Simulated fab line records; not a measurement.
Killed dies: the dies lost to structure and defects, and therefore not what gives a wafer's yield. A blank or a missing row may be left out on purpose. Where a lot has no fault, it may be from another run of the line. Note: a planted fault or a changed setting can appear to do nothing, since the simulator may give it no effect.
Lot-split experiment || flow n5 finfet || on a route of 1938 steps: 7 lots, 21 wafers read

THE SPLIT ITSELF
At N5_PASSIVATION_AL_DEP_21 (deposits Al, target thk 2800 nm, time 170 s), the setting time s was moved away from the recipe's 170 s on 2 of the 21 wafers read, by +3.9% to +11.9%. For the rest of the wafers, this setting stayed at what the recipe calls for.

Reading taken at the split's own step.

THE READING
Al_of_PASSIVATION_AL_DEP_21.thk nm (the simulator's own value, which no gauge read), in nm, at N5_PASSIVATION_AL_DEP_21 (deposits Al, target thk 2800 nm, time 170 s). There is no usual value for it anywhere in the file. Average 2793 nm, standard deviation 28 nm, over the 19 wafers here run with the recipe.

{"wafer": "L078.1", "tool, chamber at the split": "pvd sputter-03, -", "time s as run, s": 170, "against the recipe": "recipe", "Al_of_PASSIVATION_AL_DEP_21.thk nm, nm": 2758, "against lot-mates on the recipe": "-"}
{"wafer": "L078.3", "tool, chamber at the split": "pvd sputter-03, -", "time s as run, s": 170, "against the recipe": "recipe", "Al_of_PASSIVATION_AL_DEP_21.thk nm, nm": 2809, "against lot-mates on the recipe": "-"}
{"wafer": "L078.4", "tool, chamber at the split": "pvd sputter-03, -", "time s as run, s": 170, "against the recipe": "recipe", "Al_of_PASSIVATION_AL_DEP_21.thk nm, nm": 2769, "against lot-mates on the recipe": "-"}
{"wafer": "L081.1", "tool, chamber at the split": "pvd sputter-03, -", "time s as run, s": 170, "against the recipe": "recipe", "Al_of_PASSIVATION_AL_DEP_21.thk nm, nm": 2772, "against lot-mates on the recipe": "-"}
{"wafer": "L081.2", "tool, chamber at the split": "pvd sputter-03, -", "time s as run, s": 170, "against the recipe": "recipe", "Al_of_PASSIVATION_AL_DEP_21.thk nm, nm": 2813, "against lot-mates on the recipe": "-"}
{"wafer": "L081.6", "tool, chamber at the split": "pvd sputter-03, -", "time s as run, s": 170, "against the recipe": "recipe", "Al_of_PASSIVATION_AL_DEP_21.thk nm, nm": 2803, "against lot-mates on the recipe": "-"}
{"wafer": "L083.1", "tool, chamber at the split": "pvd sputter-03, -", "time s as run, s": 170, "against the recipe": "recipe", "Al_of_PASSIVATION_AL_DEP_21.thk nm, nm": 2837, "against lot-mates on the recipe": "-"}
{"wafer": "L083.2", "tool, chamber at the split": "pvd sputter-03, -", "time s as run, s": 170, "against the recipe": "recipe", "Al_of_PASSIVATION_AL_DEP_21.thk nm, nm": 2782, "against lot-mates on the recipe": "-"}
{"wafer": "L083.6", "tool, chamber at the split": "pvd sputter-03, -", "time s as run, s": 170, "against the recipe": "recipe", "Al_of_PASSIVATION_AL_DEP_21.thk nm, nm": 2809, "against lot-mates on the recipe": "-"}
{"wafer": "L084.1", "tool, chamber at the split": "pvd sputter-03, -", "time s as run, s": 170, "against the recipe": "recipe", "Al_of_PASSIVATION_AL_DEP_21.thk nm, nm": 2751, "against lot-mates on the recipe": "-"}
{"wafer": "L084.5", "tool, chamber at the split": "pvd sputter-03, -", "time s as run, s": 170, "against the recipe": "recipe", "Al_of_PASSIVATION_AL_DEP_21.thk nm, nm": 2746, "against lot-mates on the recipe": "-"}
{"wafer": "L084.6", "tool, chamber at the split": "pvd sputter-03, -", "time s as run, s": 170, "against the recipe": "recipe", "Al_of_PASSIVATION_AL_DEP_21.thk nm, nm": 2762, "against lot-mates on the recipe": "-"}
{"wafer": "L086.2", "tool, chamber at the split": "pvd sputter-03, -", "time s as run, s": 170, "against the recipe": "recipe", "Al_of_PASSIVATION_AL_DEP_21.thk nm, nm": 2770, "against lot-mates on the recipe": "-"}
{"wafer": "L086.4", "tool, chamber at the split": "pvd sputter-03, -", "time s as run, s": 170, "against the recipe": "recipe", "Al_of_PASSIVATION_AL_DEP_21.thk nm, nm": 2828, "against lot-mates on the recipe": "-"}
{"wafer": "L086.6", "tool, chamber at the split": "pvd sputter-03, -", "time s as run, s": 170, "against the recipe": "recipe", "Al_of_PASSIVATION_AL_DEP_21.thk nm, nm": 2820, "against lot-mates on the recipe": "-"}
{"wafer": "L087.1", "tool, chamber at the split": "pvd sputter-03, -", "time s as run, s": 170, "against the recipe": "recipe", "Al_of_PASSIVATION_AL_DEP_21.thk nm, nm": 2811, "against lot-mates on the recipe": "-"}
{"wafer": "L087.3", "tool, chamber at the split": "pvd sputter-03, -", "time s as run, s": 190.3, "against the recipe": "+11.9%", "Al_of_PASSIVATION_AL_DEP_21.thk nm, nm": 3164, "against lot-mates on the recipe": "+341"}
{"wafer": "L087.5", "tool, chamber at the split": "pvd sputter-03, -", "time s as run, s": 170, "against the recipe": "recipe", "Al_of_PASSIVATION_AL_DEP_21.thk nm, nm": 2835, "against lot-mates on the recipe": "-"}
{"wafer": "L091.1", "tool, chamber at the split": "pvd sputter-03, -", "time s as run, s": 170, "against the recipe": "recipe", "Al_of_PASSIVATION_AL_DEP_21.thk nm, nm": 2807, "against lot-mates on the recipe": "-"}
{"wafer": "L091.2", "tool, chamber at the split": "pvd sputter-03, -", "time s as run, s": 176.7, "against the recipe": "+3.9%", "Al_of_PASSIVATION_AL_DEP_21.thk nm, nm": 2893, "against lot-mates on the recipe": "+94"}
{"wafer": "L091.5", "tool, chamber at the split": "pvd sputter-03, -", "time s as run, s": 170, "against the recipe": "recipe", "Al_of_PASSIVATION_AL_DEP_21.thk nm, nm": 2792, "against lot-mates on the recipe": "-"}

FIT RESULTS
A straight line over all 21 wafers: Al_of_PASSIVATION_AL_DEP_21.thk nm changes by +30.5 nm for each +1% of time s; r = +0.95; the points scatter about the line by 29 nm.
The same after taking each lot's own level away (the mean of its wafers on the recipe; 21 wafers): +28.1 nm for each +1%; r = +0.97; scatter 19 nm.
That fit puts the effect of the largest move of time s on the reading at 3.4e+02 nm.
From 2753.0 to 2823.0 nm: that is the span of the lots' own levels, equal to 2.5 times the standard deviation above.
Hence the lot-to-lot level has little effect on the slope; both slopes agree.
Check: with one of the wafers moved furthest among these (+11.9%) left out of the fit, the line predicts +283 nm for it against its lot-mates. Against them it came out at +341 nm.

ADDITIONAL SPLITS CARRIED BY THESE WAFERS
Note: prior to the reading, these wafers also went through further splits. Each is held against what the fit with the lots' levels taken away leaves over:
{"other split on the same wafers": "N5_BEOL_M11_ILD_DEP_00 time s", "wafers away from the commonest value": 11, "r with Al_of_PASSIVATION_AL_DEP_21.thk nm (lot level and that fit taken away)": "+0.05"}
{"other split on the same wafers": "N5_BEOL_M11_TRENCH_ETCH_37 source w", "wafers away from the commonest value": 9, "r with Al_of_PASSIVATION_AL_DEP_21.thk nm (lot level and that fit taken away)": -0.35}
{"other split on the same wafers": "N5_BEOL_M14_ILD_DEP_00 time s", "wafers away from the commonest value": 9, "r with Al_of_PASSIVATION_AL_DEP_21.thk nm (lot level and that fit taken away)": -0.29}
{"other split on the same wafers": "N5_BEOL_M14_EXPOSE_07 dose mj", "wafers away from the commonest value": 7, "r with Al_of_PASSIVATION_AL_DEP_21.thk nm (lot level and that fit taken away)": "+0.18"}
{"other split on the same wafers": "N5_BEOL_M14_TRENCH_ETCH_34 bias w", "wafers away from the commonest value": 10, "r with Al_of_PASSIVATION_AL_DEP_21.thk nm (lot level and that fit taken away)": "+0.10"}

THE FILE'S OWN FIT
Al_of_PASSIVATION_AL_DEP_21.thk nm changes by +28.1 nm for each +1% of time s, r = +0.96.
